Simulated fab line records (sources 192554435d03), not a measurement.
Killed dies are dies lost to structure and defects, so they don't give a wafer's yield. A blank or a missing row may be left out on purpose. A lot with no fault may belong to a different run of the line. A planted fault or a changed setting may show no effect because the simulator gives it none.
Which tool is to blame? ; flow n5Finfet ; 10 lots with 29 wafers sampled at 3 steps, on a route of 1938 steps

## WHAT THE GAUGES SHOWED, per wafer
N5_PASSIVATION_OVL_MEAS_60. Usual: TV_OVL typically reads 0 nm, with standard deviation 6.3.
lot;measured;on;TV_OVL (nm);flag
L333;day 18 08:23;overlay-02;12 9 15;
L332;day 19 01:38;overlay-02;-3 -6 1;
L334;day 20 00:00;overlay-02;6 5 5;
L329;day 20 04:16;overlay-02;-8 -6 -1;
L339;day 20 10:43;overlay-01;2 -8 -6;
L336;day 21 19:56;overlay-01;-3 6 8;
L345;day 22 12:32;overlay-02;391 398 394;OFF
L343;day 23 01:11;overlay-01;387 392 385;OFF
L348;day 23 18:05;overlay-01;10 -8;
L351;day 24 17:26;overlay-01;2 -11 -13;

## TOOL THAT RAN EACH LOT (tool first, then ch and the chambers of the sampled wafers, then the start)
lot;N5_MIM_BOT_ETCH_ETCH_03;N5_PASSIVATION_EXPOSE_07
L333;rieMetal-03 ch 0,1, day 18 05:25;krfScanner-01 ch 0, day 18 08:11
L332;rieMetal-03 ch 0, day 19 00:16;krfScanner-01 ch 0, day 19 01:26
L334;rieMetal-03 ch 0,1, day 19 19:00;krfScanner-01 ch 0, day 19 23:47
L329;rieMetal-01 ch 0,1, day 20 01:50;krfScanner-02 ch 0, day 20 04:04
L339;rieMetal-01 ch 0,1, day 20 09:20;krfScanner-02 ch 0, day 20 10:30
L336;rieMetal-02 ch 0,1, day 21 18:25;krfScanner-02 ch 0, day 21 19:44
L345;rieMetal-01 ch 0,1, day 22 10:15;krfScanner-01 ch 0, day 22 12:20
L343;rieMetal-02 ch 0,1, day 22 21:22;krfScanner-01 ch 0, day 23 00:59
L348;rieMetal-02 ch 0,1, day 23 14:44;krfScanner-02 ch 0, day 23 17:53
L351;rieMetal-01 ch 0,1, day 24 14:40;krfScanner-02 ch 0, day 24 17:13
- N5_MIM_BOT_ETCH_ETCH_03: etches the open film in Cl2/BCl3, target depth 12 nm.
- N5_PASSIVATION_EXPOSE_07: exposes mask TV, defocus 0 nm, target cd 3000 nm.

## WHAT THE TOOLS THEMSELVES READ (means of the sampled wafers that have a number; where no wafer has one, the mark that the record gives instead)
N5_MIM_BOT_ETCH_ETCH_03. Usual: drypumpMotorCurrentA 5.7 A, standard deviation 0.36; oesProductAu 0.81 a.u., standard deviation 0.063; throttleValvePct 27.33 %, standard deviation 0.25.
lot;tool;drypumpMotorCurrentA (A);oesProductAu (a.u.);throttleValvePct (%);flag
L333;rieMetal-03;5.7;0.75;27.71;
L332;rieMetal-03;6.1;0.87;27.17;
L334;rieMetal-03;5.9;0.89;27.42;
L329;rieMetal-01;5.5;0.79;27.34;
L339;rieMetal-01;5.2;0.77;27.33;
L336;rieMetal-02;5.9;0.80;27.33;
L345;rieMetal-01;5.5;0.78;27.36;
L343;rieMetal-02;5.9;0.79;27.33;
L348;rieMetal-02;5.8;0.79;27.25;
L351;rieMetal-01;5.5;0.83;27.39;

N5_PASSIVATION_EXPOSE_07. Usual: 22.753 for exposureDoseMJCm2, sd 0.023.
lot;tool;exposureDoseMJCm2;flag
L333;krfScanner-01;22.762;
L332;krfScanner-01;22.738;
L334;krfScanner-01;22.759;
L329;krfScanner-02;22.758;
L339;krfScanner-02;22.793;
L336;krfScanner-02;22.763;
L345;krfScanner-01;22.757;
L343;krfScanner-01;22.720;
L348;krfScanner-02;22.758;
L351;krfScanner-02;22.753;

## THE ANSWER, worked out from the rows above alone
Rule: lot off if the mean of its wafers having a number is beyond 3 standard deviations from the usual mean. Also off: a lot with no number at a reading for which 4 or more lots have one. The other lots that the step has rows for count as sound. First the gauges in route order, then the tools' own readings, where a lot's mean is used as printed above. The first step at which some lot is off is used, and at that step the reading that is off furthest; a lot without a number counts as furthest.
Off: L345, L343, seen at N5_PASSIVATION_OVL_MEAS_60 (TV_OVL).
If a tool, at a process step before that reading, ran all the lots that are off and no sound lot after the first of them, it fits. Gauges at N5_PASSIVATION_OVL_MEAS_60: tried the same way as those tools. One candidate fits, namely krfScanner-01 at N5_PASSIVATION_EXPOSE_07. Its last sound lot is L334 (day 19 23:47), its first lot that is off L345 (day 22 12:20): a fault that began between those two fits.

## WHAT THE SIMULATOR PUT IN
Scanner matching overlay: krfScanner-01, from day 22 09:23 on, at N5_PASSIVATION_EXPOSE_07. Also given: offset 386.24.
Shown lots that were struck: L345, L343. The rule above found the same.
